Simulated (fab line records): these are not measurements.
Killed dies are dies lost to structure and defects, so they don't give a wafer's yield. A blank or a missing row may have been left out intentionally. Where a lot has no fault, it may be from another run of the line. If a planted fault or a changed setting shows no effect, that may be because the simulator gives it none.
Which of the tools did it? || flow nand-harc || 11 lots, 33 wafers sampled, at 3 steps of a route of 1302

## WHAT THE GAUGES READ, wafer by wafer
NHARC_P_GATE_CD_MEAS_59: target cd 720 nm.
{"lot": "L366", "measured": "day 6 00:58", "on": "cd-sem-02", "cd-nm (nm)": "717.7 719.0 721.9"}
{"lot": "L367", "measured": "day 6 01:42", "on": "cd-sem-01", "cd-nm (nm)": "718.7 724.1 719.6"}
{"lot": "L370", "measured": "day 7 07:10", "on": "cd-sem-02", "cd-nm (nm)": "719.2 722.0 720.9"}
{"lot": "L371", "measured": "day 7 22:10", "on": "cd-sem-03", "cd-nm (nm)": "721.9 723.5 717.4"}
{"lot": "L372", "measured": "day 8 13:56", "on": "cd-sem-02", "cd-nm (nm)": "715.4 716.6 720.6"}
{"lot": "L376", "measured": "day 10 03:49", "on": "cd-sem-01", "cd-nm (nm)": "719.3 717.2 718.9"}
{"lot": "L377", "measured": "day 10 10:20", "on": "cd-sem-01", "cd-nm (nm)": "717.7 723.1 720.6"}
{"lot": "L379", "measured": "day 11 13:00", "on": "cd-sem-01", "cd-nm (nm)": "715.4 715.8 720.1"}
{"lot": "L380", "measured": "day 11 13:52", "on": "cd-sem-01", "cd-nm (nm)": "- - -"}
{"lot": "L381", "measured": "day 11 18:21", "on": "cd-sem-02", "cd-nm (nm)": "721.0 719.2 719.3"}
{"lot": "L389", "measured": "day 15 00:43", "on": "cd-sem-03", "cd-nm (nm)": "717.1 718.8 716.6"}

## EACH LOT AND THE TOOL THAT RAN IT (in order: tool; ch and the chambers of the sampled wafers; start)
{"lot": "L366", "NHARC_P_GATE_DESCUM_31": "rie-diel-05 ch 0,1,3, day 5 11:34", "NHARC_P_GATE_EXPOSE_56": "krf-scanner-02 ch 0, day 6 00:49"}
{"lot": "L367", "NHARC_P_GATE_DESCUM_31": "rie-diel-05 ch 0,1,2, day 5 12:10", "NHARC_P_GATE_EXPOSE_56": "krf-scanner-01 ch 0, day 6 01:33"}
{"lot": "L370", "NHARC_P_GATE_DESCUM_31": "rie-diel-09 ch 1,2, day 6 17:46", "NHARC_P_GATE_EXPOSE_56": "krf-scanner-02 ch 0, day 7 07:01"}
{"lot": "L371", "NHARC_P_GATE_DESCUM_31": "rie-diel-09 ch 1,2,3, day 7 08:26", "NHARC_P_GATE_EXPOSE_56": "krf-scanner-01 ch 0, day 7 22:00"}
{"lot": "L372", "NHARC_P_GATE_DESCUM_31": "rie-diel-09 ch 1,3, day 7 22:11", "NHARC_P_GATE_EXPOSE_56": "krf-scanner-04 ch 0, day 8 13:47"}
{"lot": "L376", "NHARC_P_GATE_DESCUM_31": "rie-diel-13 ch 2,3, day 9 14:04", "NHARC_P_GATE_EXPOSE_56": "krf-scanner-04 ch 0, day 10 03:40"}
{"lot": "L377", "NHARC_P_GATE_DESCUM_31": "rie-diel-05 ch 1,2,3, day 9 20:31", "NHARC_P_GATE_EXPOSE_56": "krf-scanner-02 ch 0, day 10 10:11"}
{"lot": "L379", "NHARC_P_GATE_DESCUM_31": "rie-diel-13 ch 1,2,3, day 10 23:47", "NHARC_P_GATE_EXPOSE_56": "krf-scanner-04 ch 0, day 11 12:50"}
{"lot": "L380", "NHARC_P_GATE_DESCUM_31": "rie-diel-13 ch 0,2,3, day 11 00:26", "NHARC_P_GATE_EXPOSE_56": "krf-scanner-04 ch 0, day 11 13:43"}
{"lot": "L381", "NHARC_P_GATE_DESCUM_31": "rie-diel-09 ch 0,1,2, day 11 02:25", "NHARC_P_GATE_EXPOSE_56": "krf-scanner-02 ch 0, day 11 18:11"}
{"lot": "L389", "NHARC_P_GATE_DESCUM_31": "rie-diel-05 ch 0,1,3, day 14 11:16", "NHARC_P_GATE_EXPOSE_56": "krf-scanner-02 ch 0, day 15 00:33"}
- NHARC_P_GATE_DESCUM_31: chemistry O2, time 3 s.
- NHARC_P_GATE_EXPOSE_56: exposes mask P PSD, target cd 720 nm.

## THE ANSWER, worked out from the rows above alone
Rule: the lots themselves supply what counts as usual. Put in order of their means at a reading, lots are off if they are a third of the lots or fewer, leave a main group of 4 or more, and stand apart from it by a gap of 3 or more times the standard deviation of the main group's means; of several such gaps the widest counts. The tables above print the reading to a certain number of digits; a main group whose means all agree to those digits is not used. Also off: a lot with no number at a reading for which 4 or more lots have one. The other lots that the step has rows for count as sound.
Off: L380, at NHARC_P_GATE_CD_MEAS_59 (cd-nm). Without a number there: L380. The main group: mean 719.3 nm, standard deviation 1.4.
A tool fits if, at a process step before that reading, it ran every lot that is off, and no sound lot after the first of them. Gauges at NHARC_P_GATE_CD_MEAS_59: tried the same way as those tools. Can't be told from this: 3 tools fit, rie-diel-13 at NHARC_P_GATE_DESCUM_31, krf-scanner-04 at NHARC_P_GATE_EXPOSE_56, cd-sem-01 at NHARC_P_GATE_CD_MEAS_59.

## WHAT THE SIMULATOR HAD PUT IN
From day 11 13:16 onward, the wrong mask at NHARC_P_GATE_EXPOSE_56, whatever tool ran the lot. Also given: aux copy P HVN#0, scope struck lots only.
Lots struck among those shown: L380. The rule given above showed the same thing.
